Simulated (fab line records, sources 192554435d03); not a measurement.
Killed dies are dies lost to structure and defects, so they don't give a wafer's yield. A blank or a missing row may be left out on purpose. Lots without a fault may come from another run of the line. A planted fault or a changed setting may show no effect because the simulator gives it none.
fab line records | flow n5_finfet
record lots=24 wafers=72 last_day=17
route steps=1938 shown BEOL_M4@1061
lots that met no fault: from a run of the same line without faults
start_h: hours from the record's first day to the start of the lot's first wafer shown | wait_h: hours since the lot's step before | " the same as in the row above | L1.1+2: a row that stands for several wafers | - no value, or no start given | * or withheld: withheld | < > ~ a bound
route shown NAME@n: a module of which the file shows steps, and the number in the route of the first | usual: mean/standard deviation of fault-free wafers | same: alike in all rows | chamber/n: place in a boat | sites: the reading at each site | _std_site: their standard deviation | _edge_site: outer sites' mean less inner sites' | radius_mm: how far each site lies from the wafer's centre | mask NAME#n: copy n | behind: the tool/chamber that last shaped the wafer | hold: why the lot was held/for how many hours/how that ended | device: the transistor (n, p or np) that didn't switch | end of line: the same wafers' tests at the end of the route | a step without rows: its recipe alone | killed: dies lost to structure and defects at the first sort, not the wafer's yield | map: a wafer's dies, x killed, . not, _ none there
set.NAME: the setting as run; set.NAME@STEP: as run at that earlier step | model.NAME: the simulator's own value behind a step, which no gauge read
steps of the route over a sample of lots; a table a step, a row a wafer
services: from which hour (start_h, from the record's first day; less than 0 if before it) a tool's chamber was out of use, for how many hours, and why
## steps
# step N5_BEOL_M4_ETCH_69
# recipe chemistry=CF4 target=SiARC target_depth_a=156 mask_material=CAR-EUV time_s=26 ion_energy_ev=80 pressure_mtorr=40 source_w=545 bias_w=36 Ar_flow_sccm=100 cf4_flow_sccm=100 ends=cleared
# usual cf4_flow_sccm=100.00/0.28 chamber_pressure_mTorr=40.00/0.036 drypump_motor_current_A=5.7/0.44 etch_rf_on_time_s=26.1/0.64 oes_product_au=0.69/0.064 rf_vpp_V=183.9/1 showerhead_plenum_p_Torr=2.12/0.053 throttle_valve_pct=15.64/0.24
# columns lot.wafer tool chamber start_h wait_h cf4_flow_sccm chamber_pressure_mTorr drypump_motor_current_A etch_rf_on_time_s oes_product_au rf_hours_counter_h rf_vpp_V showerhead_plenum_p_Torr throttle_valve_pct
L074.2 rie_diel-01 0 160.09 0.0 99.76 40.03 6.4 26.2 0.67 134 184.0 2.18 15.77
L074.3 " 2 " " 100.34 39.98 5.3 25.6 0.66 130 184.4 2.24 15.68
L074.4 " 1 " " 100.11 40.01 5.8 27.0 0.58 218 183.9 2.10 16.12
L075.4 rie_diel-04 1 161.56 0.0 100.34 40.02 5.5 25.9 0.74 46 183.6 2.18 15.58
L075.5 " 1 " " 100.55 40.01 5.4 25.8 0.74 - 185.2 2.18 15.58
L075.6 " 0 " " 99.47 39.99 5.9 26.5 0.66 - 184.2 2.06 15.49
L076.2 rie_diel-05 2 167.51 0.0 99.44 39.97 6.7 27.7 0.60 180 185.3 2.12 16.01
L076.3 " 3 " " 99.88 39.95 5.0 25.9 0.80 20 185.2 2.13 15.52
L076.6 " 2 " " 99.68 39.94 6.7 27.6 0.60 - 182.9 2.12 16.02
L078.2 rie_diel-01 3 176.08 0.0 100.16 40.02 6.0 26.0 0.68 97 184.2 2.18 15.79
L078.3 " 2 " " 99.55 40.02 5.3 25.5 0.65 135 186.5 2.23 15.70
L078.4 " 0 " " 100.28 39.99 6.3 25.6 0.67 140 185.8 2.18 15.77
L077.3 rie_diel-01 0 180.95 0.0 99.99 40.01 6.3 26.0 0.67 141 184.1 2.18 15.77
L077.5 " 2 " " 100.02 40.01 5.3 25.9 0.64 - 185.8 2.23 15.70
L077.6 " 1 " " 100.46 39.99 5.7 27.1 0.58 - 183.9 2.10 16.14
L079.1 rie_diel-04 1 185.34 0.0 99.77 40.01 5.4 25.7 0.73 56 184.5 2.17 15.59
L079.2 " 2 " " 99.77 39.95 5.4 26.0 0.79 20 183.5 2.09 15.29
L079.6 " 2 " " 99.84 40.09 5.4 25.9 0.79 - 183.4 2.09 15.29
L080.1 rie_diel-04 2 188.00 0.0 99.84 40.01 5.4 25.9 0.78 20 182.9 2.09 15.29
L080.3 " 1 " " 99.92 39.98 5.4 25.5 0.73 56 183.9 2.17 15.61
L080.4 " 0 " " 99.69 39.99 5.9 26.5 0.66 128 182.4 2.06 15.53
L081.1 rie_diel-04 2 192.37 0.0 100.20 40.05 5.3 25.8 0.78 21 183.0 2.09 15.28
L081.3 " 1 " " 100.05 40.00 5.4 25.7 0.72 57 183.4 2.17 15.63
L081.6 " 2 " " 100.17 40.04 5.3 25.9 0.78 - 183.9 2.09 15.32
L082.1 rie_diel-01 2 202.07 0.0 99.51 40.00 5.3 25.8 0.64 143 186.2 2.23 15.72
L082.3 " 3 " " 99.62 40.01 6.0 26.2 0.68 105 184.2 2.17 15.81
L082.4 " 1 " " 99.41 39.97 5.7 27.0 0.58 231 183.3 2.09 16.15
L083.1 rie_diel-04 3 212.10 0.0 99.86 40.05 6.0 25.2 0.78 35 182.9 2.10 15.34
L083.4 " 1 " " 100.46 39.93 5.4 26.1 0.71 65 184.7 2.17 15.62
L083.5 " 3 " " 100.12 39.94 6.1 25.4 0.78 - 184.1 2.10 15.35
L084.2 rie_diel-01 0 216.13 0.0 99.89 39.97 6.3 26.2 0.66 152 182.6 2.17 15.81
L084.3 " 1 " " 99.41 40.04 5.8 26.9 0.58 235 183.6 2.09 16.16
L084.6 " 1 " " 100.00 40.03 5.8 26.9 0.58 - 183.8 2.09 16.15
L085.2 rie_diel-01 1 218.80 0.0 99.80 40.04 5.7 27.1 0.58 236 182.9 2.09 16.16
L085.4 " 2 " " 99.98 40.02 5.3 26.1 0.63 148 185.3 2.23 15.71
L085.5 " 1 " " 99.73 40.05 5.7 27.0 0.58 - 182.6 2.09 16.15
L086.2 rie_diel-04 0 225.20 0.0 99.86 40.02 5.9 26.7 0.65 141 183.3 2.05 15.54
L086.3 " 1 " " 100.07 40.03 5.4 25.6 0.72 69 185.8 2.17 15.62
L086.6 " 0 " " 100.09 39.94 5.9 26.6 0.64 - 183.0 2.05 15.56
L087.3 rie_diel-04 0 236.06 0.0 100.22 40.05 5.9 26.8 0.64 144 182.7 2.05 15.55
L087.5 " 3 " " 100.08 40.02 6.0 25.6 0.77 - 185.0 2.10 15.37
L087.6 " 0 " " 99.87 40.02 5.9 26.9 0.64 - 184.1 2.05 15.55
L089.1 rie_diel-04 0 240.86 0.0 100.07 40.00 5.9 26.6 0.64 146 182.9 2.05 15.55
L089.2 " 3 " " 100.52 40.05 6.0 25.2 0.77 43 183.0 2.10 15.36
L089.3 " 2 " " 99.99 40.01 5.4 25.9 0.76 38 181.9 2.09 15.32
L088.1 rie_diel-05 3 250.73 0.0 100.59 39.97 5.0 26.4 0.75 50 183.0 2.12 15.60
L088.5 " 3 " " 99.66 40.06 5.0 26.5 0.74 - 183.6 2.12 15.59
L088.6 " 0 " " 100.12 40.01 5.1 25.0 0.72 - 184.1 2.10 15.54
L090.1 rie_diel-01 1 253.12 0.0 99.64 39.98 5.7 27.2 0.57 247 182.9 2.09 16.18
L090.3 " 3 " " 99.83 40.05 5.9 26.2 0.65 122 185.0 2.17 15.83
L090.5 " 3 " " 100.06 39.97 6.0 26.3 0.66 - 183.5 2.17 15.83
L091.2 rie_diel-04 0 257.93 0.0 100.22 40.01 5.9 27.2 0.63 154 183.5 2.05 15.58
L091.5 " 0 " " 100.11 40.06 5.9 27.0 0.64 - 182.6 2.05 15.56
L091.6 " 3 " " 99.91 40.00 6.0 25.6 0.77 - 182.6 2.10 15.39
L093.2 rie_diel-04 2 265.48 0.0 100.34 39.95 5.4 26.3 0.75 42 182.9 2.08 15.34
L093.3 " 0 " " 99.93 40.00 5.9 26.9 0.63 157 182.6 2.05 15.59
L093.4 " 1 " " 99.97 40.06 5.4 25.8 0.70 86 185.9 2.16 15.66
L092.1 rie_diel-01 2 266.93 0.0 99.73 39.92 5.3 26.3 0.62 166 185.8 2.22 15.76
L092.2 " 3 " " 100.42 40.04 6.0 26.6 0.66 128 182.3 2.17 15.83
L092.4 " 3 " " 99.89 39.99 6.0 26.3 0.66 - 185.1 2.17 15.87
L094.3 rie_diel-05 0 274.02 0.0 99.65 40.03 5.1 25.2 0.71 97 183.5 2.09 15.56
L094.4 " 3 " " 100.13 39.93 4.9 26.2 0.74 59 183.0 2.11 15.60
L094.6 " 3 " " 100.38 40.01 4.9 26.3 0.73 - 183.5 2.11 15.60
L095.2 rie_diel-05 2 276.78 0.0 99.74 40.06 6.7 28.3 0.57 221 183.3 2.10 16.10
L095.5 " 3 " " 100.19 39.97 5.0 26.7 0.73 - 183.6 2.11 15.60
L095.6 " 0 " " 99.96 40.00 5.1 25.6 0.70 - 184.8 2.09 15.56
L096.4 rie_diel-05 0 287.12 0.0 100.49 40.01 5.1 25.3 0.70 101 182.1 2.09 15.57
L096.5 " 0 " " 100.14 39.99 5.1 25.3 0.70 - 183.9 2.09 15.55
L096.6 " 1 " " 99.85 39.93 5.7 26.1 0.70 - 182.8 2.07 15.59
L097.2 rie_diel-04 2 301.30 0.0 100.41 40.06 5.3 26.0 0.74 54 182.8 2.08 15.36
L097.4 " 0 " " 100.01 39.98 6.0 26.7 0.62 170 182.5 2.05 15.62
L097.6 " 2 " " 100.16 40.05 5.3 26.2 0.74 - 183.0 2.08 15.35
# step N5_BEOL_M4_ETCH_70
# recipe chemistry=N2/H2 target=SOC target_depth_a=800 overetch_a=240 mask_material=SiARC temp_c=40 time_s=130 ion_energy_ev=200 pressure_mtorr=30 source_w=840 bias_w=150 n2_flow_sccm=200 h2_flow_sccm=200
# usual chamber_pressure_mTorr=30.001/0.029 drypump_motor_current_A=5.8/0.44 oes_product_au=0.58/0.046 rf_vpp_V=523.6/1.9 showerhead_plenum_p_Torr=2.54/0.064 throttle_valve_pct=17.94/0.3
# same time_s=130
# columns lot.wafer tool chamber start_h wait_h chamber_pressure_mTorr drypump_motor_current_A oes_product_au rf_hours_counter_h rf_vpp_V showerhead_plenum_p_Torr throttle_valve_pct
L074.2 rie_diel-05 1 161.70 0.0 30.024 5.8 0.64 45 523.1 2.45 17.56
L074.3 " 0 " " 30.009 5.1 0.63 57 522.4 2.47 17.69
L074.4 " 2 " " 29.992 6.7 0.54 178 523.8 2.55 18.55
L075.4 rie_diel-04 3 164.18 0.0 30.016 6.1 0.69 18 522.6 2.48 17.41
L075.5 " 1 " " 29.982 5.4 0.63 - 525.9 2.60 17.78
L075.6 " 0 " " 29.961 5.9 0.58 - 521.7 2.48 17.95
L076.2 rie_diel-01 2 173.81 0.0 30.050 5.3 0.55 134 526.5 2.66 17.96
L076.3 " 0 " " 30.040 6.4 0.58 139 523.7 2.58 17.99
L076.6 " 0 " " 30.004 6.3 0.57 - 523.7 2.58 17.98
L078.2 rie_diel-01 2 179.59 0.0 29.972 5.3 0.55 135 527.0 2.66 17.96
L078.3 " 0 " " 29.997 6.3 0.57 140 523.6 2.58 17.98
L078.4 " 1 " " 30.013 5.8 0.51 223 524.9 2.52 18.60
L077.3 rie_diel-04 1 183.83 0.0 30.035 5.5 0.63 55 523.8 2.60 17.82
L077.5 " 2 " " 30.002 5.3 0.68 - 521.4 2.52 17.68
L077.6 " 1 " " 29.941 5.4 0.63 - 524.4 2.60 17.81
L079.1 rie_diel-01 2 185.97 0.0 30.008 5.3 0.55 137 526.5 2.66 17.96
L079.2 " 1 " " 30.012 5.8 0.51 225 523.3 2.52 18.61
L079.6 " 1 " " 30.029 5.8 0.51 - 522.6 2.52 18.61
L080.1 rie_diel-01 0 188.93 0.0 30.027 6.3 0.58 143 523.7 2.58 18.00
L080.3 " 2 " " 30.013 5.3 0.56 138 529.0 2.66 17.96
L080.4 " 3 " " 30.015 6.0 0.59 101 525.9 2.56 17.87
L081.1 rie_diel-01 2 195.73 0.0 29.980 5.3 0.55 140 526.5 2.66 17.98
L081.3 " 3 " " 30.011 6.0 0.59 103 525.5 2.56 17.86
L081.6 " 3 " " 29.974 6.0 0.59 - 524.6 2.56 17.89
L082.1 rie_diel-01 0 206.65 0.0 30.037 6.3 0.57 149 524.2 2.57 18.01
L082.3 " 3 " " 29.987 6.0 0.59 106 525.9 2.55 17.89
L082.4 " 1 " " 30.008 5.8 0.51 232 521.2 2.52 18.61
L083.1 rie_diel-01 2 214.02 0.0 30.014 5.3 0.55 146 526.0 2.65 17.98
L083.4 " 1 " " 30.038 5.7 0.51 234 522.7 2.52 18.61
L083.5 " 2 " " 29.917 5.3 0.55 - 526.9 2.65 18.00
L084.2 rie_diel-04 2 217.03 0.0 29.960 5.4 0.66 31 521.0 2.51 17.72
L084.3 " 3 " " 29.992 6.0 0.66 36 521.9 2.47 17.44
L084.6 " 2 " " 29.975 5.3 0.66 - 522.2 2.51 17.71
L085.2 rie_diel-04 2 222.47 0.0 29.963 5.4 0.65 32 523.6 2.51 17.71
L085.4 " 3 " " 30.025 6.1 0.66 39 522.8 2.47 17.45
L085.5 " 2 " " 30.032 5.3 0.66 - 522.6 2.51 17.71
L086.2 rie_diel-01 0 227.01 0.0 30.055 6.3 0.57 155 524.0 2.57 18.00
L086.3 " 2 " " 29.952 5.3 0.54 151 526.4 2.65 17.99
L086.6 " 0 " " 30.022 6.3 0.57 - 524.2 2.57 18.00
L087.3 rie_diel-01 0 241.86 0.0 30.013 6.3 0.56 160 524.1 2.57 18.02
L087.5 " 3 " " 30.037 6.0 0.57 - 524.5 2.55 17.89
L087.6 " 2 " " 29.982 5.3 0.54 - 526.9 2.65 17.99
L089.1 rie_diel-04 0 242.31 0.0 30.044 5.9 0.56 146 520.5 2.46 17.99
L089.2 " 1 " " 29.966 5.4 0.61 75 524.6 2.59 17.86
L089.3 " 2 " " 29.992 5.4 0.65 38 522.0 2.51 17.74
L088.1 rie_diel-01 2 251.21 0.0 29.987 5.3 0.54 160 525.3 2.65 18.01
L088.5 " 3 " " 30.020 6.0 0.58 - 524.8 2.55 17.92
L088.6 " 0 " " 29.985 6.3 0.56 - 524.1 2.57 18.02
L090.1 rie_diel-04 2 258.84 0.0 29.995 5.4 0.65 40 522.7 2.51 17.73
L090.3 " 1 " " 30.040 5.4 0.61 83 525.4 2.59 17.86
L090.5 " 1 " " 29.950 5.4 0.60 - 523.2 2.59 17.85
L091.2 rie_diel-05 0 261.82 0.0 30.008 5.1 0.60 93 522.0 2.46 17.77
L091.5 " 3 " " 30.015 5.0 0.65 - 522.1 2.47 17.70
L091.6 " 2 " " 30.041 6.7 0.52 - 523.8 2.54 18.60
L093.2 rie_diel-01 2 270.72 0.0 29.991 5.3 0.54 167 526.7 2.65 18.01
L093.3 " 0 " " 30.045 6.3 0.56 172 522.0 2.56 18.04
L093.4 " 3 " " 29.998 6.0 0.57 - 523.7 2.54 17.93
L092.1 rie_diel-01 2 276.34 0.0 30.001 5.3 0.54 170 527.8 2.64 18.03
L092.2 " 3 " " 30.015 6.0 0.57 132 523.2 2.54 17.92
L092.4 " 2 " " 29.977 5.3 0.53 - 526.9 2.64 18.02
L094.3 rie_diel-04 3 281.63 0.0 30.014 6.0 0.63 59 520.4 2.46 17.47
L094.4 " 1 " " 30.002 5.4 0.59 92 524.9 2.58 17.88
L094.6 " 0 " " 30.052 5.9 0.55 - 521.6 2.46 18.03
L095.2 rie_diel-05 3 281.69 0.0 29.980 5.0 0.64 62 522.8 2.47 17.72
L095.5 " 3 " " 30.014 5.0 0.64 - 522.7 2.47 17.71
L095.6 " 2 " " 29.989 6.7 0.52 - 523.6 2.53 18.62
L096.4 rie_diel-04 3 290.76 0.0 29.997 6.0 0.63 63 523.5 2.46 17.49
L096.5 " 3 " " 29.960 6.0 0.64 - 523.2 2.46 17.49
L096.6 " 0 " " 30.031 5.9 0.55 - 522.2 2.46 18.04
L097.2 rie_diel-05 3 306.12 0.0 30.003 5.0 0.63 71 522.3 2.47 17.72
L097.4 " 1 " " 30.016 5.8 0.59 - 521.3 2.43 17.64
L097.6 " 3 " " 30.028 5.0 0.63 - 522.9 2.47 17.71
# step N5_BEOL_M4_ANNEAL_87
# recipe temp_c=400 time_s=240 ambient=vacuum
# usual heater_power_w=877/83
# same time_s=240
# columns lot.wafer tool chamber start_h wait_h heater_power_w
L074.2 pvd_sputter-03 - 164.01 0.0 841
L074.3 " - " " 930
L074.4 " - " " 840
L075.4 pvd_sputter-03 - 166.57 0.0 859
L075.5 " - " " 1004
L075.6 " - " " 926
L076.2 pvd_sputter-02 - 177.49 0.0 814
L076.3 " - " " 750
L076.6 " - " " 726
L078.2 pvd_sputter-01 - 181.83 0.0 796
L078.3 " - " " 747
L078.4 " - " " 902
L077.3 pvd_sputter-01 - 186.71 0.0 898
L077.5 " - " " 1007
L077.6 " - " " 749
L079.1 pvd_sputter-03 - 188.09 0.0 879
L079.2 " - " " 916
L079.6 " - " " 855
L080.1 pvd_sputter-03 - 191.27 0.0 863
L080.3 " - " " 910
L080.4 " - " " 1021
L081.1 pvd_sputter-03 - 198.74 0.0 988
L081.3 " - " " 828
L081.6 " - " " 846
L082.1 pvd_sputter-03 - 209.20 0.0 881
L082.3 " - " " 839
L082.4 " - " " 929
L083.1 pvd_sputter-03 - 216.31 0.0 869
L083.4 " - " " 972
L083.5 " - " " 871
L084.2 pvd_sputter-03 - 219.49 0.0 933
L084.3 " - " " 828
L084.6 " - " " 899
L085.2 pvd_sputter-03 - 225.37 0.0 834
L085.4 " - " " 904
L085.5 " - " " 986
L086.2 pvd_sputter-02 - 229.19 0.0 724
L086.3 " - " " 775
L086.6 " - " " 764
L087.3 pvd_sputter-01 - 243.97 0.0 996
L087.5 " - " " 934
L087.6 " - " " 978
L089.1 pvd_sputter-03 - 244.60 0.0 940
L089.2 " - " " 859
L089.3 " - " " 820
L088.1 pvd_sputter-03 - 255.15 0.0 905
L088.5 " - " " 848
L088.6 " - " " 923
L090.1 pvd_sputter-02 - 261.18 0.0 777
L090.3 " - " " 817
L090.5 " - " " 708
L091.2 pvd_sputter-01 - 264.04 0.0 797
L091.5 " - " " 803
L091.6 " - " " 919
L093.2 pvd_sputter-01 - 273.92 0.0 798
L093.3 " - " " 749
L093.4 " - " " 999
L092.1 pvd_sputter-03 - 279.19 0.0 958
L092.2 " - " " 856
L092.4 " - " " 859
L095.2 pvd_sputter-01 - 283.80 0.0 927
L095.5 " - " " 921
L095.6 " - " " 784
L094.3 pvd_sputter-01 - 285.64 0.0 900
L094.4 " - " " 768
L094.6 " - " " 1012
L096.4 pvd_sputter-03 - 293.20 0.0 985
L096.5 " - " " 917
L096.6 " - " " 1027
L097.2 pvd_sputter-02 - 308.56 0.0 736
L097.4 " - " " 845
L097.6 " - " " 882
# step N5_BEOL_M4_SPUTTER_90
# recipe material=Cu target_thk_a=45 temp_c=-20 chamber_pressure_pa=0.07 power_w=withheld time_s=8.29
# usual throttle_valve_pct=29.7/1
# same time_s=8.29
# columns lot.wafer tool chamber start_h wait_h throttle_valve_pct
L074.2 pvd_sputter-03 - 164.37 0.1 30.1
L074.3 " - " " 28.8
L074.4 " - " " 28.6
L075.4 pvd_sputter-03 - 166.93 0.1 28.8
L075.5 " - " " 30.3
L075.6 " - " " 28.8
L076.2 pvd_sputter-02 - 177.85 0.1 28.6
L076.3 " - " " 30.5
L076.6 " - " " 30.2
L078.2 pvd_sputter-01 - 182.19 0.1 32.3
L078.3 " - " " 29.5
L078.4 " - " " 28.1
L077.3 pvd_sputter-01 - 187.07 0.1 28.4
L077.5 " - " " 29.6
L077.6 " - " " 29.3
L079.1 pvd_sputter-03 - 188.45 0.1 28.5
L079.2 " - " " 28.8
L079.6 " - " " 30.1
L080.1 pvd_sputter-03 - 191.63 0.1 30.4
L080.3 " - " " 28.8
L080.4 " - " " 30.6
L081.1 pvd_sputter-03 - 199.10 0.1 30.6
L081.3 " - " " 29.9
L081.6 " - " " 30.0
L082.1 pvd_sputter-03 - 209.56 0.1 28.7
L082.3 " - " " 30.2
L082.4 " - " " 28.7
L083.1 pvd_sputter-03 - 216.67 0.1 28.8
L083.4 " - " " 30.6
L083.5 " - " " 28.6
L084.2 pvd_sputter-03 - 219.85 0.1 28.6
L084.3 " - " " 28.7
L084.6 " - " " 28.7
L085.2 pvd_sputter-03 - 225.73 0.1 30.2
L085.4 " - " " 28.8
L085.5 " - " " 30.8
L086.2 pvd_sputter-02 - 229.55 0.1 30.0
L086.3 " - " " 30.4
L086.6 " - " " 30.5
L087.3 pvd_sputter-01 - 244.33 0.1 29.5
L087.5 " - " " 28.5
L087.6 " - " " 29.2
L089.1 pvd_sputter-03 - 244.96 0.1 28.8
L089.2 " - " " 28.8
L089.3 " - " " 30.0
L088.1 pvd_sputter-03 - 255.51 0.1 28.9
L088.5 " - " " 28.8
L088.6 " - " " 28.8
L090.1 pvd_sputter-02 - 261.54 0.1 30.1
L090.3 " - " " 27.8
L090.5 " - " " 30.3
L091.2 pvd_sputter-01 - 264.40 0.1 31.9
L091.5 " - " " 32.4
L091.6 " - " " 28.5
L093.2 pvd_sputter-01 - 274.28 0.1 31.9
L093.3 " - " " 29.3
L093.4 " - " " 29.4
L092.1 pvd_sputter-03 - 279.55 0.1 30.5
L092.2 " - " " 30.0
L092.4 " - " " 28.6
L095.2 pvd_sputter-01 - 284.16 0.1 28.6
L095.5 " - " " 28.6
L095.6 " - " " 32.2
L094.3 pvd_sputter-01 - 286.00 0.1 28.4
L094.4 " - " " 29.0
L094.6 " - " " 29.7
L096.4 pvd_sputter-03 - 293.56 0.1 30.6
L096.5 " - " " 29.0
L096.6 " - " " 30.2
L097.2 pvd_sputter-02 - 308.92 0.1 30.0
L097.4 " - " " 30.1
L097.6 " - " " 30.0
# step N5_BEOL_M4_PRE_CLEAN_60
# recipe gas=NH3/H2 time_s=15 temp_c=* rf_power_w=300
# usual heater_power_outer_w=24/9.2 heater_power_w=88/14
# same time_s=15
# columns lot.wafer tool chamber start_h wait_h heater_power_outer_w heater_power_w
L074.2 cvd_co-02 2 165.86 0.0 14 75
L074.3 " 0 " " 31 110
L074.4 " 1 " " 30 80
L075.4 cvd_co-02 0 168.60 0.2 31 113
L075.5 " 1 " " 29 80
L075.6 " 0 " " 31 112
L076.2 cvd_co-02 1 179.34 0.0 30 81
L076.3 " 2 " " 14 75
L076.6 " 0 " " 31 114
L078.2 cvd_co-02 2 183.68 0.0 14 77
L078.3 " 1 " " 30 80
L078.4 " 0 " " 31 110
L077.3 cvd_co-01 2 188.55 0.0 34 100
L077.5 " 2 " " 33 101
L077.6 " 1 " " 25 89
L079.1 cvd_co-02 1 189.94 0.0 30 80
L079.2 " 0 " " 31 111
L079.6 " 0 " " 31 111
L080.1 cvd_co-01 0 193.12 0.0 8 69
L080.3 " 2 " " 33 102
L080.4 " 2 " " 34 97
L081.1 cvd_co-02 2 200.58 0.0 15 76
L081.3 " 0 " " 31 110
L081.6 " 0 " " 30 111
L082.1 cvd_co-01 2 211.05 0.0 33 100
L082.3 " 1 " " 25 91
L082.4 " 2 " " 33 99
L083.1 cvd_co-02 1 218.15 0.0 31 78
L083.4 " 0 " " 31 111
L083.5 " 1 " " 31 80
L084.2 cvd_co-02 2 221.33 0.0 15 76
L084.3 " 0 " " 30 110
L084.6 " 0 " " 31 110
L085.2 cvd_co-01 2 227.23 0.0 34 99
L085.4 " 1 " " 25 90
L085.5 " 2 " " 34 101
L086.2 cvd_co-01 0 231.03 0.0 8 71
L086.3 " 1 " " 25 90
L086.6 " 0 " " 8 69
L087.3 cvd_co-01 0 245.84 0.0 8 71
L087.5 " 1 " " 26 89
L087.6 " 2 " " 34 100
L089.1 cvd_co-02 2 246.58 0.0 15 80
L089.2 " 0 " " 31 112
L089.3 " 1 " " 30 81
L088.1 cvd_co-02 2 257.05 0.0 14 75
L088.5 " 2 " " 14 76
L088.6 " 0 " " 31 110
L090.1 cvd_co-01 2 263.03 0.0 35 102
L090.3 " 0 " " 8 69
L090.5 " 0 " " 8 68
L091.2 cvd_co-02 1 265.90 0.0 31 80
L091.5 " 0 " " 30 113
L091.6 " 2 " " 14 78
L093.2 cvd_co-01 1 275.78 0.0 25 91
L093.3 " 2 " " 34 102
L093.4 " 1 " " 25 92
L092.1 cvd_co-01 2 281.06 0.0 34 102
L092.2 " 0 " " 8 69
L092.4 " 2 " " 34 102
L095.2 cvd_co-02 1 285.64 0.0 30 81
L095.5 " 1 " " 31 81
L095.6 " 2 " " 15 77
L094.3 cvd_co-01 1 287.72 0.0 25 91
L094.4 " 0 " " 8 70
L094.6 " 1 " " 24 91
L096.4 cvd_co-02 2 295.06 0.1 14 78
L096.5 " 1 " " 30 80
L096.6 " 0 " " 32 110
L097.2 cvd_co-01 2 310.41 0.0 34 106
L097.4 " 1 " " 25 91
L097.6 " 0 " " 8 70
# step N5_BEOL_M4_DEP_57
# recipe material=SiCN target_thk_a=80 temp_c=withheld precursor=3MS/NH3 pressure_torr=3 rf_w=202 time_s=14
# usual showerhead_plenum_p_Torr=3.664/0.011 throttle_valve_pct=9.3/0.35
# same time_s=14
# columns lot.wafer tool chamber start_h wait_h showerhead_plenum_p_Torr throttle_valve_pct
L074.2 pecvd-01 0 166.01 0.0 3.668 9.5
L074.3 " 1 " " 3.665 9.5
L074.4 " 0 " " 3.665 9.9
L075.4 pecvd-03 0 168.81 0.0 3.668 9.8
L075.5 " 1 " " 3.652 9.3
L075.6 " 2 " " 3.658 8.9
L076.2 pecvd-01 2 179.49 0.0 3.667 8.8
L076.3 " 0 " " 3.675 9.7
L076.6 " 2 " " 3.660 8.8
L078.2 pecvd-01 1 183.83 0.0 3.662 9.4
L078.3 " 0 " " 3.665 9.6
L078.4 " 1 " " 3.656 9.5
L077.3 pecvd-03 1 188.71 0.0 3.637 9.1
L077.5 " 2 " " 3.681 8.8
L077.6 " 1 " " 3.645 9.4
L079.1 pecvd-03 0 190.09 0.0 3.683 9.9
L079.2 " 2 " " 3.668 8.8
L079.6 " 1 " " 3.649 9.2
L080.1 pecvd-01 1 193.27 0.0 3.662 9.5
L080.3 " 0 " " 3.665 9.6
L080.4 " 1 " " 3.648 9.5
L081.1 pecvd-04 2 200.75 0.0 3.657 9.4
L081.3 " 1 " " 3.665 9.2
L081.6 " 1 " " 3.667 9.1
L082.1 pecvd-04 2 211.21 0.0 3.661 9.3
L082.3 " 0 " " 3.658 9.4
L082.4 " 2 " " 3.649 9.2
L083.1 pecvd-03 0 218.31 0.0 3.683 9.8
L083.4 " 2 " " 3.667 8.9
L083.5 " 1 " " 3.639 9.3
L084.2 pecvd-03 0 221.49 0.0 3.684 9.6
L084.3 " 2 " " 3.658 8.9
L084.6 " 2 " " 3.673 8.9
L085.2 pecvd-04 0 227.38 0.0 3.665 9.2
L085.4 " 0 " " 3.650 9.5
L085.5 " 2 " " 3.656 9.5
L086.2 pecvd-03 1 231.19 0.0 3.655 9.2
L086.3 " 2 " " 3.660 8.8
L086.6 " 2 " " 3.671 9.1
L087.3 pecvd-01 0 246.00 0.0 3.661 9.5
L087.5 " 1 " " 3.666 9.4
L087.6 " 0 " " 3.666 9.5
L089.1 pecvd-01 1 246.74 0.0 3.647 9.2
L089.2 " 2 " " 3.670 9.2
L089.3 " 0 " " 3.675 9.4
L088.1 pecvd-01 0 257.20 0.0 3.663 9.6
L088.5 " 2 " " 3.658 9.2
L088.6 " 1 " " 3.661 9.7
L090.1 pecvd-01 1 263.19 0.0 3.670 9.4
L090.3 " 0 " " 3.677 9.7
L090.5 " 1 " " 3.653 9.6
L091.2 pecvd-03 2 266.06 0.0 3.673 9.2
L091.5 " 0 " " 3.675 9.9
L091.6 " 2 " " 3.663 8.8
L093.2 pecvd-01 2 275.94 0.0 3.663 9.1
L093.3 " 0 " " 3.680 9.7
L093.4 " 2 " " 3.672 8.8
L092.1 pecvd-01 2 281.23 0.0 3.663 8.7
L092.2 " 1 " " 3.663 9.7
L092.4 " 2 " " 3.670 8.7
L095.2 pecvd-03 2 285.85 0.0 3.660 9.2
L095.5 " 1 " " 3.637 9.2
L095.6 " 0 " " 3.679 9.9
L094.3 pecvd-03 1 287.88 0.0 3.653 9.4
L094.4 " 2 " " 3.673 9.1
L094.6 " 1 " " 3.643 9.3
L096.4 pecvd-04 2 295.22 0.0 3.651 9.6
L096.5 " 0 " " 3.664 9.4
L096.6 " 1 " " 3.671 9.6
L097.2 pecvd-03 0 310.57 0.0 3.685 10.0
L097.4 " 0 " " 3.679 10.0
L097.6 " 2 " " 3.670 9.0
## services
# columns tool chamber start_h hours kind
pecvd-03 1 146.17 2.1 scheduled_down
rie_diel-04 - 148.85 0.1 repair
pecvd-03 - 150.42 1.3 repair
cvd_co-02 2 167.15 5.6 repair
rie_diel-04 2 172.28 4.3 repair
pecvd-01 - 177.10 1.7 repair
rie_diel-05 0 185.05 3.2 repair
rie_diel-04 - 190.71 1.6 repair
pecvd-04 0 193.65 15.3 repair
pecvd-03 2 194.62 2.1 scheduled_down
cvd_co-01 - 220.05 1.5 repair
rie_diel-05 1 230.89 5.4 repair
pecvd-03 0 235.17 7.8 repair
rie_diel-04 2 242.38 12.5 repair
pecvd-04 1 244.42 4.1 repair
rie_diel-01 1 260.23 - clean
rie_diel-01 1 260.23 - consumable_replace:esc
rie_diel-01 1 260.23 - consumable_replace:focus_ring
pecvd-01 - 264.89 5.5 pm
pecvd-01 0 278.05 5.5 scheduled_down
cvd_co-02 0 280.72 8.7 repair
pecvd-03 2 292.78 6.0 repair
rie_diel-05 2 298.44 8.7 repair
pecvd-01 0 309.70 7.9 repair
## key
fault none
